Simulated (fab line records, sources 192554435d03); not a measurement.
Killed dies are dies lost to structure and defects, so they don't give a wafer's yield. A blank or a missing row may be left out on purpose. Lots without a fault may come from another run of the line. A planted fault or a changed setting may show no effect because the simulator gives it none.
A struck lot beside a sound one | flow n5_finfet | 41 steps out of a route of 1938
Sound: wafers L768.1, L768.3, L768.6. Struck: wafer L785.6. (L785.2, L785.3 of the same lot were not struck and are left out.) The cause comes at the end.
At each step with rows: each side's tool, then ch and its chambers, then its first start. Under that, the readings that differ: sound wafers | struck wafers | difference of the means | sigmas: that difference in standard deviations of wafers without a fault.
alike: readings whose means differ by less than 2 such deviations, and words and numbers that are the same on both sides. not compared: withheld readings, readings that some wafer has no value for, bounds like >300 that may hide the same value, and numbers for which the record gives no deviation and whose values overlap.
The two part at a step that has a row with sigmas, a row that says differs or no value, or rows on one side only. Numbers that don't overlap but have no deviation are shown without sigmas and don't part them. A reading that every wafer of one side lacks parts them only if that side has two wafers or more.

first, 1 step without rows for these wafers: N5_BEOL_M0_STRIP_142 (strips in N2/H2, time 10 s).
N5_BEOL_M0_OCD_MEAS_108:
  sound on ocd-02, day 6 14:19; struck on ocd-01, day 11 14:26
  alike: trench_depth_nm
then, 10 steps without rows for these wafers: N5_BEOL_M0_HM_STRIP_129 (strips TiN in peroxide tin strip, target depth 17 nm, time 108 s); N5_BEOL_M0_SRD_130 (time 30 s); N5_BEOL_M0_ETCH_109 (etches SiCN in CH3F/O2, target depth 8 nm, overetch 2.4 nm, time 27.4 s); N5_BEOL_M0_STRIP_139 (strips in post etch residue remover, time 60 s); N5_BEOL_M0_SRD_111 (time 30 s); N5_BEOL_M0_DEGAS_112 (time 60 s); N5_BEOL_M0_PRE_CLEAN_113 (time 30 s); N5_BEOL_M0_ALD_136 (deposits TaN, pulse time 2 s, purge time 3 s, co reactant purge time 2 s); N5_BEOL_M0_SURFACE_TREAT_137; N5_BEOL_M0_CVD_115 (deposits Co from CCTBA/H2, time 120 s).
N5_BEOL_M0_SPUTTER_116: material Cu, target thk 4 nm, time 7.37 s.
  sound on pvd_sputter-03, day 6 17:16; struck on pvd_sputter-02, day 11 15:50
  alike: chuck_gas_flow_sccm, throttle_valve_pct
N5_BEOL_M0_ANNEAL_117: time 60 s.
  sound on pvd_sputter-03, day 6 17:20; struck on pvd_sputter-02, day 11 15:55
  alike: heater_power_w
N5_BEOL_M0_SPUTTER_132: material Cu, target thk 4 nm, time 7.37 s.
  sound on pvd_sputter-03, day 6 17:23; struck on pvd_sputter-02, day 11 15:57
  alike: chuck_gas_flow_sccm, throttle_valve_pct
then, 8 steps without rows for these wafers: N5_BEOL_M0_ANNEAL_133 (time 60 s); N5_BEOL_M0_SPUTTER_134 (material Cu, target thk 4 nm, time 7.37 s); N5_BEOL_M0_ANNEAL_135 (time 60 s); N5_BEOL_M0_SPUTTER_141 (material Cu, target thk 4 nm, time 7.37 s); N5_BEOL_M0_ECD_118 (material Cu, target thk 300 nm); N5_BEOL_M0_ANNEAL_119 (time 90 s); N5_BEOL_M0_CMP_120 (polishes, stops on SiOC, t overpolish 6.9 s); N5_BEOL_M0_PRE_CLEAN_131 (time 15 s).
N5_BEOL_M0_CO_CAP_123: material Co, precursor CCTBA/H2, target thk 2 nm, time 102.1 s.
  sound on cvd_co-01 ch 0,1,2, day 6 18:29; struck on cvd_co-02 ch 2, day 11 17:04
  reading                      | sound             | struck | difference | sigmas
  chamber_pressure_Torr (Torr) | 30.10 29.96 30.15 | 29.92  | -0.15      | -2
  alike: heater_power_w
then, 1 step without rows for these wafers: N5_BEOL_M0_PRE_CLEAN_124 (time 15 s).
N5_BEOL_M0_DEP_125: deposits SiCN from 3MS/NH3, target thk 8 nm, time 14 s.
  sound on pecvd-03 ch 0,1,2, day 6 18:37; struck on pecvd-03 ch 0, day 11 17:11
  alike: chamber_pressure_Torr, showerhead_plenum_p_Torr, throttle_valve_pct
N5_BEOL_M0_RS_MEAS_126: measures by four-point-probe.
  sound on film_metro-01, day 6 18:41; struck on film_metro-01, day 11 17:14
  alike: M0_RS
then, 1 step without rows for these wafers: N5_BEOL_M1_ILD_DEP_00 (deposits SiOC from DEMS/O2, target thk 79 nm, time 15.3 s).
N5_BEOL_M1_THK_MEAS_01:
  sound on film_metro-01, day 6 18:49; struck on film_metro-01, day 11 17:23
  alike: M1_ILD_THK
N5_BEOL_M1_PECVD_72: deposits SiO2 from TEOS/O2, target thk 16 nm, time 18 s.
  sound on pecvd-03 ch 0,1, day 6 18:51; struck on pecvd-04 ch 0, day 11 17:26
  reading                         | sound          | struck | difference | sigmas
  showerhead_plenum_p_Torr (Torr) | 8.64 8.78 8.61 | 8.85   | +0.17      | +3
  alike: chamber_pressure_Torr, heater_power_w, throttle_valve_pct
then, 10 steps without rows for these wafers: N5_BEOL_M1_HM_DEP_02 (deposits TiN, target thk 20 nm); N5_BEOL_M1_COAT_61 (time 60 s, resist thk 60 nm); N5_BEOL_M1_COAT_62 (time 60 s, resist thk 12 nm); N5_BEOL_M1_COAT_73 (time 60 s, resist thk 5 nm); N5_BEOL_M1_COAT_05 (resist thk 30 nm); N5_BEOL_M1_EBR_07; N5_BEOL_M1_SOFTBAKE_06 (time 60 s); N5_BEOL_M1_EXPOSE_08 (exposes mask M1); N5_BEOL_M1_PEB_09 (peb time 60 s); N5_BEOL_M1_DEVELOP_10 (develop time 30 s).
-- the record jumps here: 8 days lie between the struck wafers' starts before and after (it left off in module BEOL_M1 and takes up again in module PASSIVATION, whose first step shown is number 1936 of the route) --
N5_PASSIVATION_PROBE_49:
  sound on prober-01, day 12 14:25; struck on prober-01, day 19 07:15
  reading            | sound    | struck | difference | sigmas
  killed_at_M0_to_M3 | 48 51 37 | 93     | +48        | +5
  killed_at_M4_up    | 13 16 14 | 4      | -10        | -2
  killed_on_rim      | 12 15 19 | 29     | +14        | +4
  alike: defect_limited_yield, killed_at_contacts, killed_at_front_end, killed_at_other, killed_dies, killed_open, killed_short, sort_bin_5_function, sort_bin_6_memory, sort_n_pass, sort_yield_pct

WHERE THEY PART
First at N5_BEOL_M0_CO_CAP_123; last, within this record, at N5_PASSIVATION_PROBE_49.

WHY: what the simulator had put in
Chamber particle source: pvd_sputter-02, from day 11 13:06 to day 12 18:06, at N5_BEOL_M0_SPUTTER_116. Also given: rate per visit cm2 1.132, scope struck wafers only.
